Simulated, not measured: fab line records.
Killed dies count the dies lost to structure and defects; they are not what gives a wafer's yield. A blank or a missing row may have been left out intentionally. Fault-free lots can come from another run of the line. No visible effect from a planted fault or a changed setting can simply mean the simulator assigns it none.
fab line records	flow nand_harc	part 2 of 2: steps 27 to 40 of 40
record lots=5	wafers=15	last_day=31
route steps=1302 shown P_ZERO_WELL@36 P_STI@69
lots untouched by any fault: they come from a run of this same line in which no faults occurred
start_h: start of the lot's first displayed wafer, in hours after the record's first day	wait_h: hours from the lot's prior step to this one	" the same as in the row above	L1.1+2: a single row standing in for several wafers	- no value, or no start given	* or withheld: withheld	< > ~ a bound
route shown NAME@n: names a module that has steps shown in the file, with the first one's number in the route	usual: mean/standard deviation of fault-free wafers	same: alike in all rows	chamber/n: place in a boat	sites: each site's reading	_std_site: standard deviation of those values	_edge_site: inner sites' mean taken away from outer sites' mean	radius_mm: how far each site lies from the wafer's centre	mask NAME#n: copy n	behind: the last tool/chamber to shape the wafer	hold: the reason the lot was held/the length of the hold in hours/how it ended	device: the transistor (n, p or np) that didn't switch	end of line: the tests these same wafers got at the end of their route	a step without rows: its recipe alone	killed: at the first sort, the dies lost to defects and structure; wafer yield is something else	map: per-die view of a wafer (x killed, . not killed, _ where there is no die)
set.NAME: setting as actually run; set.NAME@STEP: the setting as run at that earlier step	model.NAME: the simulator's own value behind a step, which no gauge read
a table for each step, a row for each wafer; lots at some steps of the route
services: when a tool's chamber went out of use (start_h, in hours from the record's first day, below 0 if earlier), for how many hours, and the reason
## steps
# step NHARC_P_ZERO_WELL_IMPLANT_55
# recipe energy_kev=180	dose_cm2=8e+11	tilt_deg=7
# usual end_station_pressure_torr=4.95e-06/2.6e-07
lot.wafer	tool	chamber	start_h	wait_h	end_station_pressure_torr
L074.1	implanter-02	0	26.24	0.3	4.66e-06
L074.2	"	0	"	"	4.82e-06
L074.3	"	0	"	"	5.33e-06
L076.1	implanter-01	0	46.14	0.1	4.84e-06
L076.3	"	0	"	"	5.21e-06
L076.6	"	0	"	"	4.78e-06
L078.2	implanter-01	0	65.97	0.2	5.2e-06
L078.5	"	0	"	"	5.12e-06
L078.6	"	0	"	"	4.97e-06
L079.3	implanter-02	0	76.10	0.2	5.37e-06
L079.5	"	0	"	"	4.82e-06
L079.6	"	0	"	"	5.23e-06
L092.1	implanter-02	0	206.04	0.1	4.75e-06
L092.3	"	0	"	"	4.27e-06
L092.5	"	0	"	"	5.05e-06
# step NHARC_P_ZERO_WELL_IMPLANT_61
# recipe energy_kev=30	dose_cm2=5e+11	tilt_deg=7
# usual end_station_pressure_torr=5.02e-06/2.7e-07
lot.wafer	tool	chamber	start_h	wait_h	end_station_pressure_torr
L074.1	implanter-02	0	26.42	0.1	5.51e-06
L074.2	"	0	"	"	5.09e-06
L074.3	"	0	"	"	5.04e-06
L076.1	implanter-01	0	46.32	0.1	4.93e-06
L076.3	"	0	"	"	4.65e-06
L076.6	"	0	"	"	4.38e-06
L078.2	implanter-01	0	66.15	0.1	5.76e-06
L078.5	"	0	"	"	4.68e-06
L078.6	"	0	"	"	5.21e-06
L079.3	implanter-02	0	76.28	0.2	5.16e-06
L079.5	"	0	"	"	5.27e-06
L079.6	"	0	"	"	4.43e-06
L092.1	implanter-02	0	206.22	0.1	4.75e-06
L092.3	"	0	"	"	5.11e-06
L092.5	"	0	"	"	4.9e-06
# step NHARC_P_ZERO_WELL_STRIP_56
# recipe time_s=840	temp_c=130	chemistry=SPM
lot.wafer	tool	chamber	start_h	wait_h
L074.1+3+2	wet_bench-03	5,1,2	26.63	0.2
L076.6+1+3	wet_bench-02	1,4,6	46.53	0.0
L078.5+6+2	wet_bench-07	7,1,3	66.33	0.1
L079.6+3+5	wet_bench-02	3,4,7	76.43	0.0
L092.1+3+5	wet_bench-02	5,7,0	206.45	0.2
# step NHARC_P_ZERO_WELL_PRECLEAN_68
# recipe time_s=60	temp_c=50	bath_age_min=0	chemistry=SC1
# usual diw_flow_mL_min=1415/4.3
lot.wafer	tool	chamber	start_h	wait_h	diw_flow_mL_min
L074.1	wet_bench-03	5	-	-	1419
L074.3	"	1	"	"	1412
L074.2	"	2	"	"	1412
L076.6	wet_bench-02	1	-	-	1418
L076.1	"	4	"	"	1415
L076.3	"	6	"	"	1414
L078.5	wet_bench-07	7	-	-	1416
L078.6	"	1	"	"	1412
L078.2	"	3	"	"	1406
L079.6	wet_bench-02	3	-	-	1415
L079.3	"	4	"	"	1417
L079.5	"	7	"	"	1417
L092.1	wet_bench-02	5	-	-	1418
L092.3	"	7	"	"	1411
L092.5	"	0	"	"	1417
# step NHARC_P_ZERO_WELL_SRD_69
lot.wafer	tool	chamber	start_h	wait_h
L074.1+3+2	wet_bench-03	5,1,2	-	-
L076.6+1+3	wet_bench-02	1,4,6	-	-
L078.5+6+2	wet_bench-07	7,1,3	-	-
L079.6+3+5	wet_bench-02	3,4,7	-	-
L092.1+3+5	wet_bench-02	5,7,0	-	-
# step NHARC_P_ZERO_WELL_RTA_42
# recipe temp_c=1100	time_s=300
# usual lamp_power_pct=37.4/1.6	lamp_zone_1_pct=37.4/1.6	lamp_zone_3_pct=37.4/1.6	lamp_zone_5_pct=37.4/1.6	wafer_temp_C_max=1107.5/1.6
lot.wafer	tool	chamber	start_h	wait_h	lamp_power_pct	lamp_zone_1_pct	lamp_zone_3_pct	lamp_zone_5_pct	wafer_temp_C_max
L074.1	rtp_anneal-02	0	27.07	-	36.2	36.2	36.1	36.1	1107.8
L074.2	"	0	"	"	36.2	36.1	36.2	36.1	1108.8
L074.3	"	0	"	"	36.1	36.2	36.1	36.2	1109.4
L076.1	rtp_anneal-02	0	46.97	-	36.3	36.3	36.3	36.3	1107.7
L076.3	"	0	"	"	36.3	36.3	36.2	36.3	1106.8
L076.6	"	0	"	"	36.2	36.2	36.3	36.3	1106.9
L078.2	rtp_anneal-01	0	66.88	-	39.5	39.6	39.6	39.6	1107.9
L078.5	"	0	"	"	39.6	39.6	39.6	39.6	1109.1
L078.6	"	0	"	"	39.5	39.6	39.6	39.6	1109.9
L079.3	rtp_anneal-01	0	77.09	-	39.5	39.7	39.6	39.6	1110.9
L079.5	"	0	"	"	39.6	39.7	39.6	39.6	1109.4
L079.6	"	0	"	"	39.7	39.6	39.6	39.6	1107.9
L092.1	rtp_anneal-01	0	206.89	-	39.5	39.6	39.6	39.6	1108.1
L092.3	"	0	"	"	39.6	39.6	39.6	39.6	1105.0
L092.5	"	0	"	"	39.6	39.5	39.6	39.6	1107.8
# step NHARC_P_ZERO_WELL_INSPECT_43
# usual raw_defect_count=13/6.1
lot.wafer	tool	chamber	start_h	wait_h	raw_defect_count
L074.1	defect_inspect-01	-	27.73	0.6	18
L074.2	"	-	"	"	22
L074.3	"	-	"	"	33
L076.1	defect_inspect-01	-	47.64	0.6	12
L076.3	"	-	"	"	6
L076.6	"	-	"	"	17
L078.2	defect_inspect-02	-	67.45	0.5	12
L078.5	"	-	"	"	18
L078.6	"	-	"	"	12
L079.3	defect_inspect-01	-	77.55	0.4	21
L079.5	"	-	"	"	27
L079.6	"	-	"	"	27
L092.1	defect_inspect-01	-	207.56	0.6	11
L092.3	"	-	"	"	15
L092.5	"	-	"	"	13
# step NHARC_P_STI_ETCH_26
# recipe target_depth_a=110	chemistry=dHF	material=SiO2
lot.wafer	tool	chamber	start_h	wait_h
L074.3+1+2	wet_bench-06	3,4,6	27.79	0.1
L076.6+1+3	wet_bench-09	5,7,1	47.70	0.1
L078.6+5+2	wet_bench-09	7,0,3	67.50	0.0
L079.3+5+6	wet_bench-01	1,3,4	77.61	0.1
L092.3+1+5	wet_bench-09	7,0,3	207.61	0.0
# step NHARC_P_STI_PRECLEAN_27
# recipe time_s=*	temp_c=50	bath_age_min=0	chemistry=SC1
# usual diw_flow_mL_min=1415/4.6
lot.wafer	tool	chamber	start_h	wait_h	diw_flow_mL_min
L074.3	wet_bench-06	3	27.85	0.0	1409
L074.1	"	4	"	"	1417
L074.2	"	6	"	"	1410
L076.6	wet_bench-09	5	47.76	0.0	1418
L076.1	"	7	"	"	1419
L076.3	"	1	"	"	1420
L078.6	wet_bench-09	7	67.57	0.1	1417
L078.5	"	0	"	"	1409
L078.2	"	3	"	"	1414
L079.3	wet_bench-01	1	77.67	0.0	1416
L079.5	"	3	"	"	1414
L079.6	"	4	"	"	1414
L092.3	wet_bench-09	7	207.68	0.1	1412
L092.1	"	0	"	"	1418
L092.5	"	3	"	"	1412
# step NHARC_P_STI_SRD_28
lot.wafer	tool	chamber	start_h	wait_h
L074.3+1+2	wet_bench-06	3,4,6	-	-
L076.6+1+3	wet_bench-09	5,7,1	-	-
L078.6+5+2	wet_bench-09	7,0,3	-	-
L079.3+5+6	wet_bench-01	1,3,4	-	-
L092.3+1+5	wet_bench-09	7,0,3	-	-
# step NHARC_P_STI_OXIDE_29
# recipe target_thk_a=100	temp_c=900	ox_time_s=1362	material=SiO2
lot.wafer	tool	chamber	start_h	wait_h
L074.1+2+3	furnace-02	0	32.08	-
L076.1+3+6	furnace-02	0	52.24	-
L078.2+5+6	furnace-02	0	74.29	-
L079.3+5+6	furnace-07	0	81.00	-
L092.1+3+5	furnace-07	0	212.32	-
# step NHARC_P_STI_HM_DEP_30
# recipe target_thk_a=800	temp_c=790	pressure_mtorr=300	time_s=873	material=Si3N4
lot.wafer	tool	chamber	start_h	wait_h
L074.1+2+3	lpcvd-02	1	42.85	7.1
L076.1+3+6	lpcvd-02	0	59.42	3.5
L078.2+5+6	lpcvd-01	0	81.38	3.5
L079.3+5+6	lpcvd-01	1	88.13	3.5
L092.1+3+5	lpcvd-01	1	219.50	3.5
# step NHARC_P_STI_DEHYDRATE_01
# recipe temp_c=150	time_s=120
# usual exhaust_pa=44.9/0.75
lot.wafer	tool	chamber	start_h	wait_h	exhaust_pa
L074.1	litho_track-07	0	48.14	0.4	44.8
L074.2	"	0	"	"	46.0
L074.3	"	0	"	"	45.4
L076.1	litho_track-07	0	64.76	0.4	45.5
L076.3	"	0	"	"	45.5
L076.6	"	0	"	"	45.5
L078.2	litho_track-07	0	85.06	0.4	45.6
L078.5	"	0	"	"	46.9
L078.6	"	0	"	"	46.0
L079.3	litho_track-03	0	91.83	0.4	44.0
L079.5	"	0	"	"	45.9
L079.6	"	0	"	"	45.9
L092.1	litho_track-07	0	223.18	0.4	45.7
L092.3	"	0	"	"	44.7
L092.5	"	0	"	"	44.2
# step NHARC_P_STI_HMDS_02
# recipe time_s=30
# usual exhaust_pa=45.1/0.8
lot.wafer	tool	chamber	start_h	wait_h	exhaust_pa
L074.1	litho_track-07	0	-	-	44.7
L074.2	"	0	"	"	45.2
L074.3	"	0	"	"	45.5
L076.1	litho_track-07	0	-	-	45.7
L076.3	"	0	"	"	45.7
L076.6	"	0	"	"	46.8
L078.2	litho_track-07	0	-	-	44.3
L078.5	"	0	"	"	45.7
L078.6	"	0	"	"	46.2
L079.3	litho_track-03	0	-	-	46.3
L079.5	"	0	"	"	44.6
L079.6	"	0	"	"	45.4
L092.1	litho_track-07	0	-	-	44.0
L092.3	"	0	"	"	46.1
L092.5	"	0	"	"	45.3
## services
tool	chamber	start_h	hours	kind
wet_bench-09	-	0.81	8.0	pm
implanter-02	-	7.12	10.6	repair
rie_diel-06	0	20.15	2.5	repair
implanter-01	-	23.64	6.8	repair
krf_scanner-03	-	29.61	0.6	repair
rie_diel-09	2	40.36	2.9	repair
litho_track-02	-	52.00	7.0	pm
krf_scanner-03	-	52.76	4.0	pm
implanter-01	-	62.83	2.9	repair
wet_bench-02	-	68.00	8.0	pm
litho_track-07	-	76.00	7.0	pm
wet_bench-09	-	91.34	6.0	repair
litho_track-03	-	100.00	7.0	pm
rie_diel-06	3	102.67	15.2	repair
litho_track-05	-	124.00	7.0	pm
rie_diel-06	-	130.20	9.0	pm
implanter-02	-	146.00	13.0	pm
implanter-01	-	157.64	2.9	repair
wet_bench-07	-	160.00	8.0	pm
rie_diel-06	-	168.56	0.6	repair
implanter-02	-	169.87	3.0	repair
implanter-02	-	175.85	1.1	repair
wet_bench-09	-	176.81	8.0	pm
wet_bench-02	-	210.33	2.7	repair
